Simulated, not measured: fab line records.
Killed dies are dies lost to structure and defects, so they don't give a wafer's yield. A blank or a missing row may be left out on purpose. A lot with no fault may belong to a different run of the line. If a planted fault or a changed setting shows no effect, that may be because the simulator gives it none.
fab line records	flow nandHarc
[record] lots = 5	wafers = 15	lastDay = 23
route steps=1159 shown P_BONDPAD@364 END@1159
lots with no fault: from the same line, run without faults
startH: start of the lot's first displayed wafer, in hours after the record's first day	waitH: hours from the lot's prior step to this one	" unchanged from the row above	L1.1+2: several wafers, shown together as one row	- no value present, or no start provided	* or withheld: withheld	< > ~ a bound
route shown NAME@n: NAME is a module with steps in the file, n the number in the route of the first one	usual: mean and standard deviation over wafers with no fault	same: alike in all rows	chamber/n: place in a boat	sites: each site's reading	_std_site: standard deviation across them	_edge_site: mean of outer sites minus mean of inner sites	radiusMm: for every site, how far away it sits from the centre of the wafer	mask NAME#n: copy n	behind: the tool/chamber that last shaped the wafer	hold: why the lot went on hold/how many hours it stayed there/how the hold came to an end	device: the transistor (n, p or np) that didn't switch	end of line: the same wafers' tests at the end of the route	step lacking rows: just its recipe	killed: the dies lost at the first sort to structure and to defects; this is not the yield of the wafer	map: dies across one wafer; x = killed, . = not, _ = none there
set.NAME: the run value of the setting; set.NAME@STEP: its run value at that earlier step	model.NAME: the simulator's own value behind a step, which no gauge read
lots at some steps of the route; a table a step, a row a wafer
services: when a tool's chamber went out of use (startH, in hours from the record's first day, below 0 if earlier), for how many hours, and the reason
[[steps]]
[step NHARC_P_BONDPAD_CD_MEAS_09]
[recipe] targetCdNm = 500	landingEnergyEv = 500
[usual] cdNm = 500.2/1.7
lot.wafer	tool	chamber	startH	waitH	cdNm
L947.2	cdSem-03	0	147.15	-	499.4
L947.4	"	0	"	"	500.7
L947.5	"	0	"	"	503.9
L949.2	cdSem-02	0	154.92	-	501.0
L949.3	"	0	"	"	500.8
L949.5	"	0	"	"	499.7
L958.1	cdSem-03	0	212.40	-	500.9
L958.2	"	0	"	"	501.5
L958.4	"	0	"	"	500.4
L959.2	cdSem-01	0	226.34	-	499.2
L959.4	"	0	"	"	499.7
L959.5	"	0	"	"	500.0
L960.3	cdSem-02	0	233.19	-	502.1
L960.4	"	0	"	"	499.9
L960.5	"	0	"	"	499.2
[step NHARC_P_BONDPAD_OVL_MEAS_38]
[usual] overlayXNm = 2/6.6	overlayYNm = -1/5.5
lot.wafer	tool	chamber	startH	waitH	overlayXNm	overlayYNm
L947.2	overlay-01	-	147.24	-	-3	0
L947.4	"	-	"	"	-3	1
L947.5	"	-	"	"	-3	1
L949.2	overlay-02	-	155.01	-	4	4
L949.3	"	-	"	"	4	3
L949.5	"	-	"	"	4	3
L958.1	overlay-02	-	212.49	-	3	4
L958.2	"	-	"	"	4	4
L958.4	"	-	"	"	4	4
L959.2	overlay-02	-	226.43	-	3	-12
L959.4	"	-	"	"	4	-12
L959.5	"	-	"	"	4	-12
L960.3	overlay-02	-	233.28	-	-7	-8
L960.4	"	-	"	"	-7	-8
L960.5	"	-	"	"	-7	-8
[step NHARC_P_BONDPAD_HARDBAKE_10]
[recipe] tempC = 118	timeS = 65
[step NHARC_P_BONDPAD_DESCUM_11]
[recipe] timeS = 3	o2FlowSccm = 200	arFlowSccm = 0	biasPowerW = 0	chemistry = O2
[step NHARC_P_BONDPAD_ETCH_37]
[recipe] targetDepthA = 600	overetchA = 180	timeS = 65.91	ionEnergyEv = 200	n2FlowSccm = 150	h2FlowSccm = 150	arFlowSccm = 0	rfW = 400	biasW = 150	chemistry = N2/H2
[step NHARC_P_BONDPAD_ETCH_12]
[recipe] targetDepthA = 2000	timeS = 100	chf3FlowSccm = 50	o2FlowSccm = 10	arFlowSccm = 200	rfW = 500	biasW = 200	chemistry = CHF3/O2
[usual] biasW = 200.0/0.59	drypumpMotorCurrentA = 5.8/0.53	oesProductAu = 0.941/0.022	rfVppV = 370.3/2.5	showerheadPlenumPTorr = 2.39/0.11	throttleValvePct = 20.572/0.0083
lot.wafer	tool	chamber	startH	waitH	biasW	drypumpMotorCurrentA	oesProductAu	rfHoursCounterH	rfVppV	showerheadPlenumPTorr	throttleValvePct
L947.2	rieDiel-08	0	-	-	200.7	5.2	0.997	4	370.6	2.38	20.561
L947.4	"	1	"	"	200.2	5.7	0.949	4	372.9	2.56	20.582
L947.5	"	3	"	"	199.8	6.2	0.986	-	371.1	2.51	20.577
L949.3	rieDiel-11	3	-	-	199.2	6.2	0.907	13	367.6	2.28	20.580
L949.2	"	0	"	"	199.3	6.5	0.933	14	369.0	2.29	20.571
L949.5	"	3	"	"	200.2	6.2	0.915	-	368.6	2.28	20.578
L958.1	rieDiel-08	3	-	-	199.8	6.1	0.929	29	373.9	2.50	20.577
L958.4	"	0	"	"	199.4	5.2	0.943	28	369.3	2.37	20.584
L958.2	"	2	"	"	200.0	5.5	0.909	31	373.7	2.53	20.567
L959.2	rieDiel-11	0	-	-	200.2	6.4	0.933	3	368.0	2.29	20.583
L959.4	"	1	"	"	199.9	5.0	0.932	3	373.7	2.53	20.563
L959.5	"	3	"	"	200.4	6.2	0.927	-	368.3	2.28	20.555
L960.3	rieDiel-11	2	-	-	200.3	5.7	0.920	3	368.1	2.37	20.564
L960.4	"	1	"	"	199.6	5.0	0.928	3	373.5	2.53	20.569
L960.5	"	3	"	"	200.2	6.2	0.919	-	367.9	2.28	20.588
[step NHARC_P_BONDPAD_CD_MEAS_13]
[usual] cdNm = 499.6/1.9
lot.wafer	tool	chamber	startH	waitH	cdNm
L947.2	cdSem-01	-	147.68	-	499.4
L947.4	"	-	"	"	499.5
L947.5	"	-	"	"	503.4
L949.2	cdSem-01	-	155.45	-	499.7
L949.3	"	-	"	"	501.2
L949.5	"	-	"	"	498.7
L958.1	cdSem-02	-	212.93	-	500.3
L958.2	"	-	"	"	500.4
L958.4	"	-	"	"	501.2
L959.2	cdSem-02	-	226.87	-	497.7
L959.4	"	-	"	"	499.6
L959.5	"	-	"	"	499.6
L960.3	cdSem-02	-	233.72	-	500.4
L960.4	"	-	"	"	499.5
L960.5	"	-	"	"	498.4
[step NHARC_P_BONDPAD_STRIP_15]
[recipe] o2FlowSccm = 500	arFlowSccm = 0	biasW = 0	chemistry = O2
[usual] drypumpMotorCurrentA = 5.8/0.53	oesProductAu = 0.999/0.011	rfVppV = 57.7/0.91	showerheadPlenumPTorr = 3.53/0.15	throttleValvePct = 17.037/0.0094
[same] biasW = 0
lot.wafer	tool	chamber	startH	waitH	drypumpMotorCurrentA	oesProductAu	rfHoursCounterH	rfVppV	showerheadPlenumPTorr	throttleValvePct
L947.2	rieDiel-11	1	147.75	0.1	5.0	0.995	12	59.2	3.71	17.032
L947.4	"	3	"	"	6.2	0.989	12	56.2	3.36	17.043
L947.5	"	2	"	"	5.9	1.009	-	55.3	3.49	17.035
L949.3	rieDiel-12	0	155.55	0.1	5.6	1.001	46	58.4	3.46	17.046
L949.2	"	1	"	"	6.0	0.990	47	57.0	3.48	17.031
L949.5	"	3	"	"	5.2	0.999	-	57.2	3.73	17.031
L958.4	rieDiel-11	1	213.00	0.1	5.0	1.002	1	59.9	3.71	17.025
L958.2	"	3	"	"	6.3	0.997	1	57.6	3.36	17.057
L958.1	"	0	"	"	6.5	1.010	1	56.7	3.36	17.032
L959.2	rieDiel-08	1	226.98	0.1	5.7	1.016	30	57.3	3.73	17.054
L959.4	"	2	"	"	5.5	0.997	35	57.8	3.72	17.044
L959.5	"	0	"	"	5.2	1.024	-	58.3	3.48	17.029
L960.4	rieDiel-11	3	233.83	0.1	6.2	0.998	3	56.8	3.36	17.034
L960.3	"	0	"	"	6.4	1.018	3	59.2	3.36	17.017
L960.5	"	1	"	"	5.0	1.007	-	59.9	3.71	17.030
[step NHARC_P_BONDPAD_ETCH_24]
[recipe] targetDepthA = 300	overEtchFrac = 0.3	timeS = 72.99	ionEnergyEv = 150	cf4FlowSccm = 50	n2FlowSccm = 100	arFlowSccm = 150	rfW = 300	biasW = 100	chemistry = CF4/N2
[usual] biasW = 99.99/0.29	drypumpMotorCurrentA = 5.8/0.52	oesProductAu = 0.999/0.012	rfVppV = 314.0/2	showerheadPlenumPTorr = 2.61/0.11	throttleValvePct = 19.793/0.0093
lot.wafer	tool	chamber	startH	waitH	biasW	drypumpMotorCurrentA	oesProductAu	rfHoursCounterH	rfVppV	showerheadPlenumPTorr	throttleValvePct
L947.2	rieDiel-11	0	-	-	100.34	6.4	1.004	13	313.0	2.50	19.781
L947.4	"	2	"	"	100.40	5.8	0.995	12	313.5	2.60	19.808
L947.5	"	0	"	"	99.40	6.4	0.998	-	312.1	2.50	19.785
L949.2	rieDiel-12	1	-	-	100.01	6.0	1.001	47	313.0	2.59	19.803
L949.3	"	3	"	"	99.76	5.2	1.007	47	316.4	2.78	19.786
L949.5	"	2	"	"	100.13	5.5	1.006	-	318.4	2.82	19.816
L958.1	rieDiel-11	0	-	-	99.83	6.4	0.999	1	311.7	2.50	19.773
L958.2	"	1	"	"	99.76	5.0	1.000	1	316.7	2.76	19.784
L958.4	"	2	"	"	100.10	5.8	0.980	1	314.2	2.59	19.791
L959.4	rieDiel-08	0	-	-	99.92	5.2	1.027	33	314.0	2.59	19.809
L959.2	"	1	"	"	99.81	5.7	1.012	30	316.8	2.78	19.795
L959.5	"	1	"	"	99.82	5.7	1.012	-	316.8	2.78	19.800
L960.3	rieDiel-11	3	-	-	99.94	6.2	0.988	3	312.2	2.50	19.789
L960.4	"	0	"	"	99.81	6.4	1.018	3	313.2	2.50	19.784
L960.5	"	3	"	"	100.06	6.2	0.993	-	314.0	2.50	19.794
[step NHARC_P_BONDPAD_STRIP_16]
[recipe] timeS = 600	tempC = 30	chemistry = postEtchResidueRemover
[step NHARC_P_BONDPAD_DEGAS_25]
[recipe] tempC = 300	timeS = 60
[usual] heaterPowerW = 477/46
lot.wafer	tool	chamber	startH	waitH	heaterPowerW
L947.4	pvdSputter-01	-	148.31	-	462
L947.2	"	-	"	"	558
L947.5	"	-	"	"	424
L949.3	pvdSputter-02	-	156.07	-	425
L949.2	"	-	"	"	547
L949.5	"	-	"	"	458
L958.2	pvdSputter-03	-	213.56	-	521
L958.4	"	-	"	"	512
L958.1	"	-	"	"	449
L959.2	pvdSputter-01	-	227.51	-	459
L959.4	"	-	"	"	427
L959.5	"	-	"	"	426
L960.3	pvdSputter-02	-	234.35	-	480
L960.4	"	-	"	"	403
L960.5	"	-	"	"	487
[step NHARC_P_BONDPAD_PRE_CLEAN_26]
[recipe] timeS = 30	tempC = 280	gas = H2/He
[step NHARC_P_BONDPAD_PVD_17]
[recipe] targetThkA = 50	biasV = 168.6	powerW = 15000	chamberPressurePa = 0.12	timeS = 8.06	substrateTempC = 50	material = TaN
[usual] throttleValvePct = 30.3/1	timeS = 8.06/0
lot.wafer	tool	chamber	startH	waitH	throttleValvePct	timeS
L947.4	pvdSputter-01	-	148.45	-	30.5	8.06
L947.2	"	-	"	"	28.1	8.06
L947.5	"	-	"	"	31.7	8.06
L949.2	pvdSputter-02	-	156.28	-	31.6	8.06
L949.3	"	-	"	"	30.3	8.06
L949.5	"	-	"	"	31.5	5.7376
L958.4	pvdSputter-03	-	213.68	-	30.6	8.06
L958.1	"	-	"	"	29.9	8.06
L958.2	"	-	"	"	29.3	8.06
L959.4	pvdSputter-01	-	227.63	-	31.5	8.06
L959.2	"	-	"	"	30.3	8.06
L959.5	"	-	"	"	31.7	8.06
L960.3	pvdSputter-02	-	234.48	-	30.8	8.06
L960.4	"	-	"	"	30.9	8.06
L960.5	"	-	"	"	30.5	8.06
[step NHARC_P_BONDPAD_PVD_27]
[recipe] targetThkA = 300	chamberPressurePa = 5	powerW = 5000	substrateTempC = 30	timeS = 20.49	material = Cu
[usual] throttleValvePct = 30.4/1	timeS = 20.49/0
lot.wafer	tool	chamber	startH	waitH	throttleValvePct	timeS
L947.4	pvdSputter-01	-	-	-	29.9	20.49
L947.2	"	-	"	"	30.5	20.49
L947.5	"	-	"	"	29.6	20.49
L949.2	pvdSputter-02	-	-	-	31.2	20.49
L949.3	"	-	"	"	29.8	20.49
L949.5	"	-	"	"	31.0	20.49
L958.4	pvdSputter-03	-	-	-	30.6	20.49
L958.2	"	-	"	"	29.5	20.49
L958.1	"	-	"	"	29.3	20.49
L959.4	pvdSputter-01	-	-	-	30.9	20.49
L959.2	"	-	"	"	27.9	20.49
L959.5	"	-	"	"	30.4	20.49
L960.4	pvdSputter-02	-	-	-	31.2	20.49
L960.3	"	-	"	"	30.6	20.49
L960.5	"	-	"	"	31.9	20.49
[step NHARC_END_SORT_01]
[recipe] tempC = 25
[usual] defectLimitedYield = 95.3/1.3	killedAtArray = 28/8.6	killedAtOther = 0.7/1.2	killedAtPeriphery = 3.1/2.3	killedDies = 32/8.7	killedOpen = 3.2/1.7	killedShort = 2.0/1.5	sort_bin_2_pct = 1.5/0.58	sort_bin_3_pct = 0.28/0.22	sort_bin_4_pct = 3.0/0.86	sortNPass = 645/8.7	sortRimYieldPct = 97.8/1.4	sortYieldPct = 95.3/1.3
[same] grossDies = 677	sort_bin_5_pct[%] = 0	sort_bin_6_pct[%] = 0	sort_bin_7_pct[%] = 0	sort_bin_8_pct[%] = 0	sortRimNGross = 106.00
lot.wafer	tool	chamber	startH	waitH	defectLimitedYield[%]	killedAtArray	killedAtOther	killedAtPeriphery	killedDies	killedOpen	killedShort	sort_bin_2_pct[%]	sort_bin_3_pct[%]	sort_bin_4_pct[%]	sortNPass	sortRimYieldPct[%]	sortYieldPct[%]
L949.2	prober-01	0	460.70	2.8	95.9	21	1	6	28	6	1	0.9	0.15	3.1	649	97.2	95.9
L949.3	prober-01	0	461.50	3.1	95.9	22	0	6	28	6	1	0.7	0	3.4	649	98.1	95.9
L949.5	prober-01	0	463.10	3.7	96.2	23	0	3	26	4	2	2.1	0	1.8	651	95.3	96.2
L958.1	prober-02	0	507.28	2.5	95.1	30	0	3	33	1	1	2.1	0.74	2.1	644	98.1	95.1
L958.2	prober-02	0	508.08	2.8	95.1	30	1	2	33	2	4	1.3	0	3.5	644	97.2	95.1
L958.4	prober-02	0	509.67	3.4	95.9	28	0	0	28	4	2	1.8	0.30	2.1	649	99.1	95.9
L959.2	prober-01	0	530.80	2.8	95.1	29	1	3	33	2	0	1.6	0.44	2.8	644	98.1	95.1
L959.4	prober-01	0	532.37	3.3	95.0	32	0	2	34	5	2	1.3	0.15	3.5	643	97.2	95.0
L959.5	prober-01	0	533.15	3.6	95.3	29	1	2	32	1	1	1.5	0.15	3.1	645	96.2	95.3
L960.3	prober-01	0	550.74	3.1	92.0	46	1	7	54	4	3	1.8	0.89	5.3	623	99.1	92.0
L960.4	prober-01	0	551.54	3.4	91.7	53	0	3	56	2	1	3.2	0.30	4.7	621	94.3	91.7
L960.5	prober-01	0	552.34	3.7	91.6	51	0	6	57	1	1	2.4	1.03	5.0	620	99.1	91.6
// killed by level:class
L949.2 A_SLIT:chamberFilmFlake=13 A_STAIRCASE:chamberFilmFlake=2 P_M0:geometricParticle:open=2 P_ZERO_WELL:chamberFilmFlake=2 P_CONTACT:geometricParticle:short=1 P_M1:geometricParticle:open=1 A_ONON_D1:geometricParticle:open=1 A_BLC:geometricParticle:open=1
L949.3 A_SLIT:chamberFilmFlake=8 A_STAIRCASE:chamberFilmFlake=4 A_SGD_CUT:chamberFilmFlake=3 A_CONTACT:geometricParticle:open=2 P_ZERO_WELL:chamberFilmFlake=2 A_CHANNEL_HOLE_D1:chamberFilmFlake=2 P_CONTACT:geometricParticle:open=1 P_M0:geometricParticle:open=1
L949.5 A_SLIT:chamberFilmFlake=8 A_CONTACT:geometricParticle:open=3 P_ZERO_WELL:chamberFilmFlake=3 A_CHANNEL_HOLE_D1:chamberFilmFlake=3 A_STAIRCASE:chamberFilmFlake=3 A_CHANNEL_FILL_D1:geometricParticle:open=1 A_WL_FILL:geometricParticle:short=1 A_CONTACT:geometricParticle:short=1
L958.1 A_CHANNEL_HOLE_D1:chamberFilmFlake=22 A_CONTACT:chamberFilmFlake=3 P_CONTACT:chamberFilmFlake=2 A_WL_FILL:chamberFilmFlake=2 A_ONON_D1:geometricParticle:short=1 A_M0:geometricParticle:open=1 P_ZERO_WELL:chamberFilmFlake=1 A_STAIRCASE:chamberFilmFlake=1
L958.2 A_CHANNEL_HOLE_D1:chamberFilmFlake=20 A_CONTACT:chamberFilmFlake=4 P_M1:geometricParticle:short=1 A_ONON_D1:geometricParticle:open=1 A_CHANNEL_HOLE_D1:geometricParticle:short=1 A_WL_FILL:geometricParticle:short=1 A_CONTACT:geometricParticle:short=1 THIN_TSV:geometricParticle:open=1
L958.4 A_CHANNEL_HOLE_D1:chamberFilmFlake=22 A_ONON_D1:geometricParticle:open=1 A_STAIRCASE:geometricParticle:open=1 A_SGD_CUT:geometricParticle:open=1 A_SGD_CUT:geometricParticle:short=1 A_CONTACT:geometricParticle:open=1 A_M1:geometricParticle:short=1
L959.2 A_CHANNEL_HOLE_D1:chamberFilmFlake=25 P_CONTACT:chamberFilmFlake=2 A_CONTACT:chamberFilmFlake=2 P_CONTACT:geometricParticle:open=1 A_CONTACT:geometricParticle:open=1 A_STAIRCASE:chamberFilmFlake=1 THIN_TSV:chamberFilmFlake=1
L959.4 A_CHANNEL_HOLE_D1:chamberFilmFlake=16 A_CONTACT:chamberFilmFlake=7 A_STAIRCASE:chamberFilmFlake=2 P_GATE:geometricParticle:open=1 A_SOURCE_PLATE:geometricParticle:open=1 A_ONON_D1:geometricParticle:short=1 A_CONTACT:geometricParticle:open=1 A_BLC:geometricParticle:open=1
L959.5 A_CHANNEL_HOLE_D1:chamberFilmFlake=19 A_CONTACT:chamberFilmFlake=7 A_STAIRCASE:chamberFilmFlake=2 P_GATE:geometricParticle:open=1 A_CHANNEL_FILL_D1:geometricParticle:short=1 P_CONTACT:chamberFilmFlake=1 THIN_TSV:chamberFilmFlake=1
L960.3 A_CHANNEL_HOLE_D1:chamberFilmFlake=16 A_SLIT:chamberFilmFlake=15 A_CONTACT:chamberFilmFlake=8 P_ZERO_WELL:chamberFilmFlake=4 P_CONTACT:geometricParticle:short=2 A_WL_FILL:chamberFilmFlake=2 A_ONON_D1:geometricParticle:open=1 A_CHANNEL_HOLE_D1:geometricParticle:short=1
L960.4 A_CHANNEL_HOLE_D1:chamberFilmFlake=19 A_CONTACT:chamberFilmFlake=16 A_SLIT:chamberFilmFlake=8 A_STAIRCASE:chamberFilmFlake=4 P_ZERO_WELL:chamberFilmFlake=3 A_BONDPAD:chamberFilmFlake=3 A_CONTACT:geometricParticle:open=1 A_BLC:geometricParticle:open=1
L960.5 A_CHANNEL_HOLE_D1:chamberFilmFlake=23 A_SLIT:chamberFilmFlake=12 A_CONTACT:chamberFilmFlake=9 P_ZERO_WELL:chamberFilmFlake=3 A_STAIRCASE:chamberFilmFlake=3 A_WL_FILL:chamberFilmFlake=2 P_GATE:geometricParticle:open=1 A_BLC:geometricParticle:short=1
[[services]]
tool	chamber	startH	hours	kind
rieDiel-08	-	124.82	9.0	pm
pvdSputter-02	-	125.49	1.7	repair
rieDiel-08	1	137.29	2.1	repair
pvdSputter-01	-	137.52	0.8	repair
rieDiel-11	0	144.09	-	clean
rieDiel-11	1	144.09	-	clean
rieDiel-11	2	144.09	-	clean
rieDiel-11	3	144.09	-	clean
pvdSputter-01	-	158.09	10.0	pm
rieDiel-11	1	162.50	7.7	repair
rieDiel-11	0	168.59	-	clean
rieDiel-11	2	168.59	-	clean
rieDiel-11	3	168.59	-	clean
rieDiel-08	1	174.15	12.8	repair
rieDiel-11	-	189.50	9.0	pm
rieDiel-11	0	189.50	9.0	ventCycle
rieDiel-11	1	189.50	9.0	ventCycle
rieDiel-11	2	189.50	9.0	ventCycle
rieDiel-11	3	189.50	9.0	ventCycle
pvdSputter-03	-	194.66	1.5	repair
pvdSputter-03	-	199.85	2.3	repair
rieDiel-12	-	202.44	9.0	pm
rieDiel-11	3	203.84	4.4	repair
pvdSputter-02	-	214.00	10.0	pm
[[key]]
[firstSign] step = NHARC_P_BONDPAD_PVD_17	reading = timeS	direction = down	sigmas = 99+	usual = *	struck = *
effect none on later readings
metAt NHARC_P_BONDPAD_PVD_17
struckWafers L949.5
[fault] kind = processParameterDrift	tool = pvdSputter-02	chamber = -	onsetH = 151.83	steps = NHARC_P_BONDPAD_PVD_17	channel = timeS	offset = *	shape = step	endH = 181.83	scope = struckWafersOnly	actsIn = *	stated = *
